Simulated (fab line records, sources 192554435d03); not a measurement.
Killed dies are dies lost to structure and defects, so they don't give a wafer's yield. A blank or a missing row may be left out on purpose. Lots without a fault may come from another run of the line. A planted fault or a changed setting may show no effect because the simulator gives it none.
fab line records | flow n5_finfet
record lots=7 wafers=21
route steps=1938 shown BEOL_M15@1801 PAD_METAL@1895 PASSIVATION@1901
start_h: hours from the record's first day to the start of the lot's first wafer shown | wait_h: hours since the lot's step before | " the same as in the row above | L1.1+2: a row that stands for several wafers | - no value, or no start given | * or withheld: withheld | < > ~ a bound
route shown NAME@n: a module of which the file shows steps, and the number in the route of the first | usual: mean/standard deviation of fault-free wafers | same: alike in all rows | chamber/n: place in a boat | sites: the reading at each site | _std_site: their standard deviation | _edge_site: outer sites' mean less inner sites' | radius_mm: how far each site lies from the wafer's centre | mask NAME#n: copy n | behind: the tool/chamber that last shaped the wafer | hold: why the lot was held/for how many hours/how that ended | device: the transistor (n, p or np) that didn't switch | end of line: the same wafers' tests at the end of the route | a step without rows: its recipe alone | killed: dies lost to structure and defects at the first sort, not the wafer's yield | map: a wafer's dies, x killed, . not, _ none there
set.NAME: the setting as run; set.NAME@STEP: as run at that earlier step | model.NAME: the simulator's own value behind a step, which no gauge read
lots whose settings were changed on purpose; a table a step, a row a wafer
## steps
# step N5_BEOL_M15_PEB_26
# recipe peb_temp_c=130 peb_time_s=90
# columns lot.wafer tool chamber start_h wait_h set.peb_time_s
L074.1+3+6 litho_track-04 0 279.18 0.1 90
L078.3 litho_track-05 0 302.01 0.0 90
L078.4+6 " 0 " " 101.5
L081.1 litho_track-03 0 326.68 0.1 95.11
L081.4+6 " 0 " " 90
L084.2+5 litho_track-05 0 346.97 0.0 90
L084.3 " 0 " " 76.49
L087.4+5+6 litho_track-04 0 384.36 0.0 90
L093.1+2 litho_track-05 0 394.05 0.1 90
L093.6 " 0 " " 71.43
L092.3+5+6 litho_track-04 0 406.42 0.0 90
# step N5_BEOL_M15_DEVELOP_27
# recipe develop_time_s=45 rinse_liquid=diw dry=air_spin dev_temp_c=21
# step N5_BEOL_M15_HARDBAKE_32
# recipe temp_c=130 time_s=120
# step N5_BEOL_M15_DESCUM_33
# recipe chemistry=O2 time_s=7.9 source_power_w=50 bias_power_w=20 pressure_mtorr=20 rf_frequency_hz=2.712e+07 temp_c=40 o2_flow_sccm=225
# step N5_BEOL_M15_ETCH_61
# recipe chemistry=N2/H2 target=BARC target_depth_a=890 overetch_a=267 time_s=67.9 ion_energy_ev=200 pressure_mtorr=30 source_w=840 bias_w=150 n2_flow_sccm=200 h2_flow_sccm=200
# columns lot.wafer tool chamber start_h wait_h set.spin_rpm@BEOL_M15_COAT_22 model.coat_of_BEOL_M15_COAT_22.thk_nm
L074.1 rie_diel-06 0 279.45 0.0 1648 734.2
L074.3 " 3 " " 1704 722.6
L074.6 " 3 " " 1648 736.4
L078.3 rie_diel-06 0 302.79 0.0 1516 770.4
L078.4 " 0 " " 1704 724
L078.6 " 3 " " 1704 723.2
L081.1 rie_diel-02 2 326.92 0.0 1636 732.2
L081.4 " 1 " " 1704 716.6
L081.6 " 2 " " 1636 730.8
L084.2 rie_diel-05 3 347.40 0.0 1704 712
L084.3 " 2 " " 1704 710
L084.5 " 2 " " 1756 697.2
L087.4 rie_diel-05 2 384.64 0.0 1704 716.6
L087.5 " 3 " " 1704 718.4
L087.6 " 2 " " 1704 719.4
L093.1 rie_diel-02 2 394.29 0.0 1704 717.4
L093.2 " 1 " " 1704 721.2
L093.6 " 2 " " 1704 719.4
L092.3 rie_diel-02 3 406.93 0.0 1704 713.2
L092.5+6 " 2,3 " " 1652 725.8
# step N5_BEOL_M15_TRENCH_ETCH_34
# recipe chemistry=C4F8/O2/Ar target=SiO2 target_depth_a=8729.3 he_inner_torr=15 he_outer_torr=30 time_s=199 ion_energy_ev=800 pressure_mtorr=20 source_w=1905 bias_w=2040 Ar_flow_sccm=400 C4F8_flow_sccm=16 O2_flow_sccm=12
# columns lot.wafer tool chamber start_h wait_h set.spin_rpm@BEOL_M15_COAT_22 model.coat_of_BEOL_M15_COAT_22.thk_nm
L074.1 rie_diel-06 0 279.51 0.0 1648 558
L074.3 " 3 " " 1704 552.4
L074.6 " 3 " " 1648 566.4
L078.3 rie_diel-06 0 302.84 0.0 1516 593.2
L078.4 " 0 " " 1704 547.2
L078.6 " 3 " " 1704 553.6
L081.1 rie_diel-02 2 326.97 0.0 1636 554
L081.4 " 1 " " 1704 546.6
L081.6 " 2 " " 1636 553.8
L084.2 rie_diel-05 3 347.45 0.0 1704 537.8
L084.3 " 2 " " 1704 535.2
L084.5 " 2 " " 1756 523.4
L087.4 rie_diel-05 2 384.69 0.0 1704 539.4
L087.5 " 3 " " 1704 542.8
L087.6 " 2 " " 1704 543.6
L093.1 rie_diel-02 2 394.34 0.0 1704 541.6
L093.2 " 1 " " 1704 551.8
L093.6 " 2 " " 1704 543.2
L092.3 rie_diel-02 3 406.98 0.0 1704 537.2
L092.5 " 2 " " 1652 550.2
L092.6 " 3 " " 1652 548.4
# step N5_PASSIVATION_SPUTTER_20
# recipe material=TaN target_thk_a=500 temp_c=25 chamber_pressure_pa=0.4
# columns lot.wafer tool chamber start_h wait_h set.target_thk_a model.TaN_of_PASSIVATION_SPUTTER_20.thk_nm
L074.1 pvd_sputter-01 - 298.34 0.0 533.7 52.6
L074.3 " - " " 533.7 53
L074.6 " - " " 500 49.4
L078.3 pvd_sputter-01 - 314.24 0.0 500 49.6
L078.4 " - " " 500 49.4
L078.6 " - " " 532.8 53
L081.1 pvd_sputter-02 - 338.97 0.0 500 49
L081.4 " - " " 500 49.4
L081.6 " - " " 527.1 52.4
L084.2 pvd_sputter-02 - 360.03 0.0 500 49.6
L084.3 " - " " 436.7 44.6
L084.5 " - " " 436.7 44.4
L087.4 pvd_sputter-03 - 403.45 0.0 500 49.8
L087.5 " - " " 500 49.4
L087.6 " - " " 500 50.4
L093.1 pvd_sputter-02 - 403.57 0.0 551.2 54.2
L093.2 " - " " 551.2 54
L093.6 " - " " 500 49.6
L092.3 pvd_sputter-02 - 419.35 0.0 500 48.8
L092.5 " - " " 500 49.6
L092.6 " - " " 500 49
# step N5_PASSIVATION_EXPOSE_27
# recipe mask_id=PAD na=0.55 source_shape=conventional sigma_outer=0.8 polarization=unpolarized defocus_nm=0 dose_mj=32.3
# columns lot.wafer tool chamber start_h wait_h mask set.dose_mj
L074.1 krf_scanner-01 0 298.86 - PAD#0 30.92
L074.3+6 " 0 " " PAD#0 32.3
L078.3 krf_scanner-01 0 314.86 - PAD#0 30.83
L078.4+6 " 0 " " PAD#0 32.3
L081.1+4+6 krf_scanner-01 0 339.49 - PAD#0 32.3
L084.2 krf_scanner-01 0 360.43 - PAD#0 33.11
L084.3+5 " 0 " " PAD#0 32.3
L087.4+5+6 krf_scanner-02 0 403.99 - PAD#0 32.3
L093.1 krf_scanner-01 0 404.13 - PAD#0 32.3
L093.2+6 " 0 " " PAD#0 31.33
L092.3+5 krf_scanner-01 0 419.89 - PAD#0 32.3
L092.6 " 0 " " PAD#0 33.53
# step N5_PASSIVATION_PEB_28
# recipe peb_temp_c=withheld peb_time_s=*
# columns lot.wafer tool chamber start_h wait_h set.peb_time_s
L074.1+3+6 litho_track-02 0 298.92 0.1 *
L078.3+4+6 litho_track-05 0 314.90 0.0 *
L081.1+4+6 litho_track-02 0 339.55 0.1 *
L084.2+3+5 litho_track-01 0 360.48 0.0 *
L087.4+5+6 litho_track-01 0 404.03 0.0 *
L093.1+2+6 litho_track-05 0 404.19 0.1 *
L092.3+5+6 litho_track-01 0 419.93 0.0 *
# step N5_PASSIVATION_DEVELOP_29
# recipe develop_time_s=60 rinse_liquid=diw dry=air_spin dev_temp_c=21
# step N5_PASSIVATION_HARDBAKE_31
# recipe temp_c=130 time_s=120
# step N5_PASSIVATION_CD_MEAS_30
# recipe target_cd_nm=4000 landing_energy_ev=500 detector=se_inlens polarity=opening
# usual cd_nm=3999.5/1.8
# columns lot.wafer tool chamber start_h wait_h set.dose_mj@PASSIVATION_EXPOSE_27 cd_nm
L074.1 cd_sem-01 0 299.04 - 30.92 3989.7
L074.3 " 0 " " 32.3 4000.4
L074.6 " 0 " " 32.3 4000.2
L078.3 cd_sem-02 0 315.02 - 30.83 3992.9
L078.4 " 0 " " 32.3 4001.1
L078.6 " 0 " " 32.3 4001.0
L081.1 cd_sem-02 0 339.67 - 32.3 4002.7
L081.4 " 0 " " 32.3 4003.6
L081.6 " 0 " " 32.3 4005.2
L084.2 cd_sem-02 0 360.60 - 33.11 3999.3
L084.3 " 0 " " 32.3 3993.1
L084.5 " 0 " " 32.3 3994.6
L087.4 cd_sem-02 0 404.15 - 32.3 3998.7
L087.5 " 0 " " 32.3 4000.7
L087.6 " 0 " " 32.3 3996.4
L093.1 cd_sem-02 0 404.31 - 32.3 4002.2
L093.2 " 0 " " 31.33 3993.7
L093.6 " 0 " " 31.33 3996.7
L092.3 cd_sem-01 0 420.05 - 32.3 3998.0
L092.5 " 0 " " 32.3 3994.4
L092.6 " 0 " " 33.53 4003.5
## key
split step=N5_BEOL_M15_PEB_26 setting=peb_time_s stated=90 by=wafer
response none clear
split step=N5_PASSIVATION_SPUTTER_20 setting=target_thk_a stated=500 by=wafer
response step=N5_PASSIVATION_SPUTTER_20 reading=model.TaN_of_PASSIVATION_SPUTTER_20.thk_nm change=+0.454 per=1% r=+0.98
split step=N5_PASSIVATION_EXPOSE_27 setting=dose_mj stated=32.3 by=wafer
response step=N5_PASSIVATION_CD_MEAS_30 reading=cd_nm change=+2.11 per=1% r=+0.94
split step=N5_PASSIVATION_PEB_28 setting=peb_time_s stated=* by=lot
response none clear
split outside_this_file step=N5_BEOL_M15_COAT_22 setting=spin_rpm
# split outside_this_file: this setting was split too, and the file shows its column; the key of that split is in another file
